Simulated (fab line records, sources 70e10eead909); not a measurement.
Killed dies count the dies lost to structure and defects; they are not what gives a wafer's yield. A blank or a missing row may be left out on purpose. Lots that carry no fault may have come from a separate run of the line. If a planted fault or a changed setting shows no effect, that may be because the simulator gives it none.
fab line records + flow nandHarc
[record]
- lots = 6
- wafers = 18
- lastDay = 33
route steps=1302 shown A_ONON_D1@432 END@1302
lots that met no fault: taken from a fault-free run of the same line
startH: hours from the record's first day to the start of the lot's first wafer shown + waitH: hours elapsed since this lot's preceding step + " unchanged from the row above + L1.1+2: one row covering several wafers at once + - no value present, or no start provided + * or withheld: withheld + < > ~ a bound
route shown NAME@n: NAME is a module with steps in the file, n the number in the route of the first one + usual: average and standard deviation across the fault-free wafers + same: alike in all rows + chamber/n: place in a boat + sites: readings site by site + _std_site: standard deviation of those values + _edge_site: inner sites' mean taken away from outer sites' mean + radiusMm: for every site, how far away it sits from the centre of the wafer + mask NAME#n: copy n + behind: the most recent tool/chamber to have shaped the wafer + hold: cause of the lot's hold/its duration in hours/its outcome + device: whichever transistor did not switch (one of n, p or np) + end of line: the tests these same wafers got at the end of their route + a step with no rows: only its recipe + killed: at the first sort, the dies lost to defects and structure; wafer yield is something else + map: a wafer's dies, marking killed ones x, the rest . and places with no die _
set.NAME: the setting that was run; set.NAME@STEP: the one run at that earlier step + model.NAME: the simulator's own value behind a step, which no gauge read
a table for each step, a row for each wafer; lots at some steps of the route
services: the hour from which a tool's chamber was out of use, counted from the record's first day as startH (under 0 if before that day), plus the number of hours and why
[[steps]]
[step NHARC_A_ONON_D1_DEP_12]
[recipe]
- targetThkA = 10000
- n2FlowSccm = 2750
- n2oFlowSccm = 2000
- nh3FlowSccm = 500
- sih4FlowSccm = 210
- tempC = 400
[step NHARC_A_ONON_D1_THK_MEAS_14]
[recipe]
- thkMeasGauge = ellipsometry
[usual]
- thkNm = 1000/8.5
| lot.wafer | tool         | chamber | startH | waitH | thkNm |
|-----------|--------------|---------|--------|-------|-------|
| L852.3    | filmMetro-02 | -       | 222.06 | -     | 1001  |
| L852.5    | "            | -       | "      | "     | 1000  |
| L852.6    | "            | -       | "      | "     | 1002  |
| L853.1    | filmMetro-01 | -       | 232.82 | -     | 993   |
| L853.2    | "            | -       | "      | "     | 993   |
| L853.4    | "            | -       | "      | "     | 993   |
| L859.2    | filmMetro-02 | -       | 293.62 | -     | 1001  |
| L859.3    | "            | -       | "      | "     | 1000  |
| L859.5    | "            | -       | "      | "     | 1001  |
| L860.4    | filmMetro-02 | -       | 314.93 | -     | 1013  |
| L860.5    | "            | -       | "      | "     | 1012  |
| L860.6    | "            | -       | "      | "     | 1013  |
| L867.1    | filmMetro-01 | -       | 394.85 | -     | 1008  |
| L867.2    | "            | -       | "      | "     | 1006  |
| L867.3    | "            | -       | "      | "     | 1006  |
| L869.1    | filmMetro-02 | -       | 401.12 | -     | 1002  |
| L869.2    | "            | -       | "      | "     | 1000  |
| L869.6    | "            | -       | "      | "     | 999   |
[step NHARC_A_ONON_D1_ANNEAL_15]
[recipe]
- tempC = 750
- timeS = 3600
[step NHARC_A_ONON_D1_DEP_16]
[recipe]
- targetThkA = 10000
- n2FlowSccm = 2750
- n2oFlowSccm = 2000
- nh3FlowSccm = 500
- sih4FlowSccm = 210
- tempC = 400
[step NHARC_A_ONON_D1_THK_MEAS_18]
[recipe]
- thkMeasGauge = ellipsometry
[usual]
- thkNm = 997/9.9
| lot.wafer | tool         | chamber | startH | waitH | thkNm |
|-----------|--------------|---------|--------|-------|-------|
| L852.3    | filmMetro-02 | -       | 234.65 | -     | 986   |
| L852.5    | "            | -       | "      | "     | 983   |
| L852.6    | "            | -       | "      | "     | 983   |
| L853.1    | filmMetro-01 | -       | 240.83 | -     | 989   |
| L853.2    | "            | -       | "      | "     | 987   |
| L853.4    | "            | -       | "      | "     | 986   |
| L859.2    | filmMetro-01 | -       | 301.39 | -     | 1003  |
| L859.3    | "            | -       | "      | "     | 1003  |
| L859.5    | "            | -       | "      | "     | 1003  |
| L860.4    | filmMetro-01 | -       | 323.57 | -     | 1002  |
| L860.5    | "            | -       | "      | "     | 1002  |
| L860.6    | "            | -       | "      | "     | 1002  |
| L867.1    | filmMetro-01 | -       | 404.95 | -     | 1016  |
| L867.2    | "            | -       | "      | "     | 1016  |
| L867.3    | "            | -       | "      | "     | 1014  |
| L869.1    | filmMetro-02 | -       | 408.92 | -     | 987   |
| L869.2    | "            | -       | "      | "     | 987   |
| L869.6    | "            | -       | "      | "     | 984   |
[step NHARC_A_ONON_D1_DEP_19]
[recipe]
- targetThkA = 10000
- n2FlowSccm = 2750
- n2oFlowSccm = 2000
- nh3FlowSccm = 500
- sih4FlowSccm = 210
- tempC = 400
[step NHARC_A_ONON_D1_THK_MEAS_21]
[recipe]
- thkMeasGauge = ellipsometry
[usual]
- thkNm = 998/9.9
| lot.wafer | tool         | chamber | startH | waitH | thkNm |
|-----------|--------------|---------|--------|-------|-------|
| L852.3    | filmMetro-02 | -       | 235.21 | -     | 1002  |
| L852.5    | "            | -       | "      | "     | 1001  |
| L852.6    | "            | -       | "      | "     | 999   |
| L853.1    | filmMetro-01 | -       | 241.40 | -     | 1002  |
| L853.2    | "            | -       | "      | "     | 1000  |
| L853.4    | "            | -       | "      | "     | 1000  |
| L859.2    | filmMetro-01 | -       | 301.96 | -     | 995   |
| L859.3    | "            | -       | "      | "     | 993   |
| L859.5    | "            | -       | "      | "     | 995   |
| L860.4    | filmMetro-01 | -       | 324.12 | -     | 989   |
| L860.5    | "            | -       | "      | "     | 988   |
| L860.6    | "            | -       | "      | "     | 989   |
| L867.1    | filmMetro-01 | -       | 405.52 | -     | 1006  |
| L867.2    | "            | -       | "      | "     | 1003  |
| L867.3    | "            | -       | "      | "     | 1005  |
| L869.1    | filmMetro-02 | -       | 409.61 | -     | 1002  |
| L869.2    | "            | -       | "      | "     | 1004  |
| L869.6    | "            | -       | "      | "     | 1003  |
[step NHARC_A_ONON_D1_DEP_22]
[recipe]
- targetThkA = 10000
- n2FlowSccm = 2750
- n2oFlowSccm = 2000
- nh3FlowSccm = 500
- sih4FlowSccm = 210
- tempC = 400
[step NHARC_A_ONON_D1_THK_MEAS_24]
[recipe]
- thkMeasGauge = ellipsometry
[usual]
- thkNm = 1003/11
| lot.wafer | tool         | chamber | startH | waitH | thkNm |
|-----------|--------------|---------|--------|-------|-------|
| L852.3    | filmMetro-01 | -       | 235.78 | -     | 1010  |
| L852.5    | "            | -       | "      | "     | 1010  |
| L852.6    | "            | -       | "      | "     | 1011  |
| L853.1    | filmMetro-02 | -       | 242.00 | -     | 1017  |
| L853.2    | "            | -       | "      | "     | 1016  |
| L853.4    | "            | -       | "      | "     | 1017  |
| L859.2    | filmMetro-02 | -       | 302.53 | -     | 994   |
| L859.3    | "            | -       | "      | "     | 994   |
| L859.5    | "            | -       | "      | "     | 994   |
| L860.4    | filmMetro-02 | -       | 324.69 | -     | 993   |
| L860.5    | "            | -       | "      | "     | 994   |
| L860.6    | "            | -       | "      | "     | 995   |
| L867.1    | filmMetro-01 | -       | 406.08 | -     | 986   |
| L867.2    | "            | -       | "      | "     | 987   |
| L867.3    | "            | -       | "      | "     | 987   |
| L869.1    | filmMetro-02 | -       | 410.18 | -     | 982   |
| L869.2    | "            | -       | "      | "     | 981   |
| L869.6    | "            | -       | "      | "     | 982   |
[step NHARC_A_ONON_D1_DEP_25]
[recipe]
- targetThkA = 10000
- n2FlowSccm = 2750
- n2oFlowSccm = 2000
- nh3FlowSccm = 500
- sih4FlowSccm = 210
- tempC = 400
[step NHARC_A_ONON_D1_THK_MEAS_27]
[recipe]
- thkMeasGauge = ellipsometry
[usual]
- thkNm = 1000/7.8
| lot.wafer | tool         | chamber | startH | waitH | thkNm |
|-----------|--------------|---------|--------|-------|-------|
| L852.3    | filmMetro-02 | -       | 236.34 | -     | 1002  |
| L852.5    | "            | -       | "      | "     | 1001  |
| L852.6    | "            | -       | "      | "     | 1001  |
| L853.1    | filmMetro-01 | -       | 242.56 | -     | 1001  |
| L853.2    | "            | -       | "      | "     | 1000  |
| L853.4    | "            | -       | "      | "     | 1000  |
| L859.2    | filmMetro-02 | -       | 303.10 | -     | 1009  |
| L859.3    | "            | -       | "      | "     | 1010  |
| L859.5    | "            | -       | "      | "     | 1009  |
| L860.4    | filmMetro-02 | -       | 325.27 | -     | 1003  |
| L860.5    | "            | -       | "      | "     | 1001  |
| L860.6    | "            | -       | "      | "     | 1003  |
| L867.1    | filmMetro-01 | -       | 406.65 | -     | 1005  |
| L867.2    | "            | -       | "      | "     | 1004  |
| L867.3    | "            | -       | "      | "     | 1005  |
| L869.1    | filmMetro-02 | -       | 410.74 | -     | 1004  |
| L869.2    | "            | -       | "      | "     | 1003  |
| L869.6    | "            | -       | "      | "     | 1005  |
[step NHARC_A_ONON_D1_DEP_28]
[recipe]
- targetThkA = 10000
- n2FlowSccm = 2750
- n2oFlowSccm = 2000
- nh3FlowSccm = 500
- sih4FlowSccm = 210
- tempC = 400
| lot.wafer  | tool         | chamber | startH | waitH |
|------------|--------------|---------|--------|-------|
| L852.3+5+6 | pecvdOnon-04 | 0       | 236.52 | 0.2   |
| L853.1+2+4 | pecvdOnon-02 | 0       | 242.61 | 0.1   |
| L859.2+3+5 | pecvdOnon-02 | 0       | 303.21 | 0.1   |
| L860.4+5+6 | pecvdOnon-02 | 0       | 325.50 | 0.2   |
| L867.1+2+3 | pecvdOnon-03 | 0       | 406.71 | 0.1   |
| L869.1+2+6 | pecvdOnon-04 | 0       | 410.80 | 0.1   |
[step NHARC_A_ONON_D1_THK_MEAS_30]
[recipe]
- thkMeasGauge = ellipsometry
[usual]
- thkNm = 999/9.8
| lot.wafer | tool         | chamber | startH | waitH | thkNm |
|-----------|--------------|---------|--------|-------|-------|
| L852.3    | filmMetro-01 | -       | 236.91 | -     | 1018  |
| L852.5    | "            | -       | "      | "     | 1018  |
| L852.6    | "            | -       | "      | "     | 1018  |
| L853.1    | filmMetro-02 | -       | 243.13 | -     | 995   |
| L853.2    | "            | -       | "      | "     | 997   |
| L853.4    | "            | -       | "      | "     | 997   |
| L859.2    | filmMetro-01 | -       | 303.66 | -     | 331   |
| L859.3    | "            | -       | "      | "     | 331   |
| L859.5    | "            | -       | "      | "     | 332   |
| L860.4    | filmMetro-01 | -       | 325.84 | -     | 320   |
| L860.5    | "            | -       | "      | "     | 321   |
| L860.6    | "            | -       | "      | "     | 320   |
| L867.1    | filmMetro-01 | -       | 407.23 | -     | 998   |
| L867.2    | "            | -       | "      | "     | 998   |
| L867.3    | "            | -       | "      | "     | 1000  |
| L869.1    | filmMetro-01 | -       | 411.31 | -     | 1002  |
| L869.2    | "            | -       | "      | "     | 1001  |
| L869.6    | "            | -       | "      | "     | 1004  |
[step NHARC_A_ONON_D1_DEP_33]
[recipe]
- targetThkA = 2000
- tempC = 400
- pressureTorr = 6.5
- rfW = 900
- teosFlowSccm = 161.4
- flowSccm = 2650
- targetThkNm = 200
- gas = O2
- material = SiO2
[usual]
- heaterPowerW = 519/76
- throttleValvePct = 16.1/0.7
| lot.wafer | tool     | chamber | startH | waitH | heaterPowerW | throttleValvePct |
|-----------|----------|---------|--------|-------|--------------|------------------|
| L852.3    | pecvd-01 | 0       | 237.06 | 0.1   | 649          | 16.6             |
| L852.6    | "        | 2       | "      | "     | 513          | 15.9             |
| L852.5    | "        | 0       | "      | "     | 641          | 16.7             |
| L853.2    | pecvd-01 | 2       | 243.18 | 0.1   | 459          | 16.0             |
| L853.1    | "        | 0       | "      | "     | 644          | 16.8             |
| L853.4    | "        | 0       | "      | "     | 661          | 16.7             |
| L859.2    | pecvd-01 | 2       | 303.71 | 0.1   | 535          | 16.2             |
| L859.3    | "        | 1       | "      | "     | 541          | 15.6             |
| L859.5    | "        | 2       | "      | "     | 544          | 16.3             |
| L860.6    | pecvd-01 | 1       | 326.03 | 0.2   | 490          | 15.5             |
| L860.4    | "        | 2       | "      | "     | 411          | 15.3             |
| L860.5    | "        | 0       | "      | "     | 612          | 16.6             |
| L867.1    | pecvd-03 | 0       | 407.28 | 0.1   | 449          | 17.0             |
| L867.2    | "        | 1       | "      | "     | 403          | 16.5             |
| L867.3    | "        | 2       | "      | "     | 473          | 14.5             |
| L869.1    | pecvd-03 | 2       | 411.47 | 0.2   | 441          | 14.9             |
| L869.2    | "        | 0       | "      | "     | 415          | 16.9             |
| L869.6    | "        | 0       | "      | "     | 436          | 17.2             |
[step NHARC_END_SORT_01]
[recipe]
- tempC = 25
[usual]
- killedAtArray = 52/18
- killedAtOther = 1.2/1.5
- killedAtPeriphery = 4/3.2
- killedDies = 57/17
- killedOpen = 3.1/1.9
- killedShort = 2.5/1.7
[same]
- grossDies = 677
| lot.wafer | tool      | chamber | startH | waitH | killedAtArray | killedAtOther | killedAtPeriphery | killedDies | killedOpen | killedShort |
|-----------|-----------|---------|--------|-------|---------------|---------------|-------------------|------------|------------|-------------|
| L853.1    | prober-02 | 0       | 633.19 | 2.5   | 55            | 0             | 6                 | 61         | 1          | 6           |
| L853.2    | prober-02 | 0       | 634.00 | 2.8   | 57            | 1             | 9                 | 67         | 5          | 2           |
| L853.4    | prober-02 | 0       | 635.62 | 3.4   | 40            | 0             | 11                | 51         | 3          | 2           |
| L852.3    | prober-01 | 0       | 648.98 | 3.1   | 88            | 1             | 0                 | 89         | 1          | 4           |
| L852.5    | prober-01 | 0       | 650.61 | 3.8   | 74            | 0             | 0                 | 74         | 1          | 3           |
| L852.6    | prober-01 | 0       | 651.43 | 4.1   | 62            | 2             | 0                 | 64         | 2          | 2           |
| L859.2    | prober-01 | 0       | 686.31 | 2.8   | 664           | 0             | 13                | 677        | 2          | 2           |
| L859.3    | prober-01 | 0       | 687.11 | 3.1   | 663           | 0             | 14                | 677        | 2          | 3           |
| L859.5    | prober-01 | 0       | 688.72 | 3.7   | 663           | 1             | 13                | 677        | 3          | 2           |
| L860.4    | prober-01 | 0       | 705.50 | 3.4   | 676           | 0             | 1                 | 677        | 4          | 1           |
| L860.5    | prober-01 | 0       | 706.29 | 3.7   | 675           | 0             | 2                 | 677        | 3          | 1           |
| L860.6    | prober-01 | 0       | 707.08 | 4.0   | 677           | 0             | 0                 | 677        | 2          | 1           |
// killed by level:class
L853.1 A_SLIT:chamberFilmFlake=27 A_CHANNEL_HOLE_D2:chamberFilmFlake=8 A_WL_FILL:chamberFilmFlake=4 P_BONDPAD:chamberFilmFlake=3 A_CHANNEL_HOLE_D1:chamberFilmFlake=3 A_CHANNEL_FILL_D1:geometricParticle:short=2 A_STAIRCASE:chamberFilmFlake=2 A_M0:chamberFilmFlake=2
L853.2 A_SLIT:chamberFilmFlake=29 A_CHANNEL_HOLE_D2:chamberFilmFlake=9 P_BONDPAD:chamberFilmFlake=5 A_CONTACT:chamberFilmFlake=4 A_WL_FILL:chamberFilmFlake=4 A_CHANNEL_HOLE_D1:chamberFilmFlake=3 A_CHANNEL_FILL_D1:geometricParticle:open=2 P_M1:chamberFilmFlake=2
L853.4 A_SLIT:chamberFilmFlake=24 A_CHANNEL_HOLE_D2:chamberFilmFlake=6 P_BONDPAD:chamberFilmFlake=5 P_M1:chamberFilmFlake=3 A_CHANNEL_HOLE_D1:chamberFilmFlake=2 A_M0:chamberFilmFlake=2 P_CONTACT:geometricParticle:open=1 P_M0:geometricParticle:open=1
L852.3 A_CHANNEL_HOLE_D1:chamberFilmFlake=34 A_SLIT:chamberFilmFlake=34 A_CHANNEL_HOLE_D2:chamberFilmFlake=7 A_CONTACT:chamberFilmFlake=4 A_STAIRCASE:chamberFilmFlake=2 A_CHANNEL_FILL_D1:geometricParticle:short=1 A_CHANNEL_FILL_D1:geometricParticle:open=1 A_DECK1_JOINT:geometricParticle:short=1
L852.5 A_SLIT:chamberFilmFlake=29 A_CHANNEL_HOLE_D1:chamberFilmFlake=26 A_CHANNEL_HOLE_D2:chamberFilmFlake=9 A_STAIRCASE:chamberFilmFlake=3 A_CONTACT:chamberFilmFlake=2 A_CHANNEL_HOLE_D1:geometricParticle:open=1 A_CHANNEL_HOLE_D1:geometricParticle:short=1 A_CHANNEL_FILL_D1:geometricParticle:short=1
L852.6 A_CHANNEL_HOLE_D1:chamberFilmFlake=20 A_SLIT:chamberFilmFlake=18 A_CHANNEL_HOLE_D2:chamberFilmFlake=10 A_STAIRCASE:chamberFilmFlake=4 A_WL_FILL:chamberFilmFlake=3 A_CONTACT:chamberFilmFlake=2 THIN_TSV:chamberFilmFlake=2 A_ONON_D2:geometricParticle:open=1
L859.2 A_ONON_D1:areaDep=636 A_CHANNEL_HOLE_D1:chamberFilmFlake=10 P_GATE:chamberFilmFlake=4 P_M0:chamberFilmFlake=4 A_WL_FILL:chamberFilmFlake=4 A_SLIT:chamberFilmFlake=3 P_BONDPAD:chamberFilmFlake=3 A_DECK1_JOINT:chamberFilmFlake=3
L859.3 A_ONON_D1:areaDep=640 A_CHANNEL_HOLE_D1:chamberFilmFlake=9 P_ZERO_WELL:chamberFilmFlake=3 P_GATE:chamberFilmFlake=3 P_M0:chamberFilmFlake=3 A_SLIT:chamberFilmFlake=3 A_CONTACT:chamberFilmFlake=3 P_BONDPAD:chamberFilmFlake=2
L859.5 A_ONON_D1:areaDep=636 A_CHANNEL_HOLE_D1:chamberFilmFlake=12 P_STI:chamberFilmFlake=4 P_BONDPAD:chamberFilmFlake=4 A_SLIT:chamberFilmFlake=4 P_GATE:chamberFilmFlake=3 A_CONTACT:chamberFilmFlake=3 A_M0:geometricParticle:open=2
L860.4 A_ONON_D1:areaDep=619 A_SLIT:chamberFilmFlake=27 A_CHANNEL_HOLE_D1:chamberFilmFlake=16 A_WL_FILL:chamberFilmFlake=4 A_CHANNEL_FILL_D2:chamberFilmFlake=4 A_M0:geometricParticle:open=2 A_CONTACT:chamberFilmFlake=2 P_GATE:geometricParticle:short=1
L860.5 A_ONON_D1:areaDep=615 A_SLIT:chamberFilmFlake=28 A_CHANNEL_HOLE_D1:chamberFilmFlake=26 A_CHANNEL_FILL_D2:chamberFilmFlake=2 P_GATE:geometricParticle:open=1 P_M0:geometricParticle:short=1 A_CHANNEL_HOLE_D2:geometricParticle:open=1 A_M0:geometricParticle:open=1
L860.6 A_ONON_D1:areaDep=622 A_SLIT:chamberFilmFlake=31 A_CHANNEL_HOLE_D1:chamberFilmFlake=16 A_WL_FILL:chamberFilmFlake=3 A_ONON_D1:geometricParticle:short=1 A_CONTACT:geometricParticle:open=1 A_BLC:geometricParticle:open=1 A_CHANNEL_FILL_D2:chamberFilmFlake=1
// map L859.2 (x killed, . not)
____________x____________
_________xxxxxxx_________
_______xxxxxxxxxxx_______
______xxxxxxxxxxxxx______
_____xxxxxxxxxxxxxxx_____
____xxxxxxxxxxxxxxxxx____
____xxxxxxxxxxxxxxxxx____
___xxxxxxxxxxxxxxxxxxx___
___xxxxxxxxxxxxxxxxxxx___
__xxxxxxxxxxxxxxxxxxxxx__
__xxxxxxxxxxxxxxxxxxxxx__
_xxxxxxxxxxxxxxxxxxxxxxx_
_xxxxxxxxxxxxxxxxxxxxxxx_
_xxxxxxxxxxxxxxxxxxxxxxx_
_xxxxxxxxxxxxxxxxxxxxxxx_
_xxxxxxxxxxxxxxxxxxxxxxx_
xxxxxxxxxxxxxxxxxxxxxxxxx
xxxxxxxxxxxxxxxxxxxxxxxxx
xxxxxxxxxxxxxxxxxxxxxxxxx
xxxxxxxxxxxxxxxxxxxxxxxxx
xxxxxxxxxxxxxxxxxxxxxxxxx
_xxxxxxxxxxxxxxxxxxxxxxx_
_xxxxxxxxxxxxxxxxxxxxxxx_
_xxxxxxxxxxxxxxxxxxxxxxx_
_xxxxxxxxxxxxxxxxxxxxxxx_
_xxxxxxxxxxxxxxxxxxxxxxx_
__xxxxxxxxxxxxxxxxxxxxx__
__xxxxxxxxxxxxxxxxxxxxx__
___xxxxxxxxxxxxxxxxxxx___
___xxxxxxxxxxxxxxxxxxx___
____xxxxxxxxxxxxxxxxx____
____xxxxxxxxxxxxxxxxx____
_____xxxxxxxxxxxxxxx_____
______xxxxxxxxxxxxx______
_______xxxxxxxxxxx_______
_________xxxxxxx_________
____________x____________
// map L860.4 (x killed, . not)
____________x____________
_________xxxxxxx_________
_______xxxxxxxxxxx_______
______xxxxxxxxxxxxx______
_____xxxxxxxxxxxxxxx_____
____xxxxxxxxxxxxxxxxx____
____xxxxxxxxxxxxxxxxx____
___xxxxxxxxxxxxxxxxxxx___
___xxxxxxxxxxxxxxxxxxx___
__xxxxxxxxxxxxxxxxxxxxx__
__xxxxxxxxxxxxxxxxxxxxx__
_xxxxxxxxxxxxxxxxxxxxxxx_
_xxxxxxxxxxxxxxxxxxxxxxx_
_xxxxxxxxxxxxxxxxxxxxxxx_
_xxxxxxxxxxxxxxxxxxxxxxx_
_xxxxxxxxxxxxxxxxxxxxxxx_
xxxxxxxxxxxxxxxxxxxxxxxxx
xxxxxxxxxxxxxxxxxxxxxxxxx
xxxxxxxxxxxxxxxxxxxxxxxxx
xxxxxxxxxxxxxxxxxxxxxxxxx
xxxxxxxxxxxxxxxxxxxxxxxxx
_xxxxxxxxxxxxxxxxxxxxxxx_
_xxxxxxxxxxxxxxxxxxxxxxx_
_xxxxxxxxxxxxxxxxxxxxxxx_
_xxxxxxxxxxxxxxxxxxxxxxx_
_xxxxxxxxxxxxxxxxxxxxxxx_
__xxxxxxxxxxxxxxxxxxxxx__
__xxxxxxxxxxxxxxxxxxxxx__
___xxxxxxxxxxxxxxxxxxx___
___xxxxxxxxxxxxxxxxxxx___
____xxxxxxxxxxxxxxxxx____
____xxxxxxxxxxxxxxxxx____
_____xxxxxxxxxxxxxxx_____
______xxxxxxxxxxxxx______
_______xxxxxxxxxxx_______
_________xxxxxxx_________
____________x____________
[[services]]
| tool         | chamber | startH | hours | kind      |
|--------------|---------|--------|-------|-----------|
| pecvdOnon-03 | -       | 227.00 | 13.0  | pm        |
| pecvd-03     | -       | 244.12 | 1.5   | repair    |
| pecvd-01     | -       | 266.16 | 0.3   | repair    |
| pecvdOnon-04 | -       | 311.31 | 13.0  | pm        |
| pecvd-01     | -       | 312.73 | 13.0  | pm        |
| pecvd-01     | 0       | 312.73 | 13.0  | ventCycle |
| pecvd-01     | 1       | 312.73 | 13.0  | ventCycle |
| pecvd-01     | 2       | 312.73 | 13.0  | ventCycle |
| pecvd-01     | 0       | 325.73 | -     | clean     |
| pecvd-01     | 1       | 325.73 | -     | clean     |
| pecvd-01     | 2       | 325.73 | -     | clean     |
| pecvdOnon-03 | -       | 330.47 | 9.8   | repair    |
| pecvd-01     | 2       | 350.43 | 2.0   | repair    |
| pecvdOnon-02 | -       | 369.09 | 13.0  | pm        |
| pecvd-03     | -       | 374.25 | 13.0  | pm        |
| pecvd-03     | 0       | 374.25 | 13.0  | ventCycle |
| pecvd-03     | 1       | 374.25 | 13.0  | ventCycle |
| pecvd-03     | 2       | 374.25 | 13.0  | ventCycle |
| pecvd-01     | 0       | 377.80 | 2.0   | repair    |
| pecvd-03     | 0       | 387.25 | -     | clean     |
| pecvd-03     | 1       | 387.25 | -     | clean     |
| pecvd-03     | 2       | 387.25 | -     | clean     |
| pecvdOnon-03 | -       | 408.00 | 13.0  | pm        |
[[key]]
[firstSign]
- step = NHARC_A_ONON_D1_THK_MEAS_30
- reading = thkNm
- direction = down
- sigmas = 69
- usual = 999
- struck = 326
[effect]
- step = NHARC_END_SORT_01
- reading = killedDies
- direction = up
- sigmas = 36
- usual = 57
- struck = 677
[moreKillsBornAt]
- NHARC_A_ONON_D1_DEP_28@pecvdOnon-02 = 3768
metAt NHARC_A_ONON_D1_DEP_28
struckWafers L859.2,L859.3,L859.5,L860.4,L860.5,L860.6
laterRowsLeftOut L859.2,L859.3,L859.5,L860.4,L860.5,L860.6
testerLeftOut L859,L860
onsetBetween 242.61 303.21
[fault]
- kind = processParameterDrift
- tool = pecvdOnon-02
- chamber = 0
- onsetH = 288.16
- steps = NHARC_A_ONON_D1_DEP_28
- channel = targetThkA
- offset = *
- shape = step
- endH = 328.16
- actsIn = *
- stated = *
// testerLeftOut: of these lots the tester's yield and bins aren't shown, on N5 and GAA mostly nor the transistor test; their killed dies are dies lost to structure and defects alone, not to doping, threshold or leakage, so they don't give the yield
// laterRowsLeftOut: the simulator's readings of these wafers behind a module that went badly wrong aren't trusted and aren't shown, but for the sort
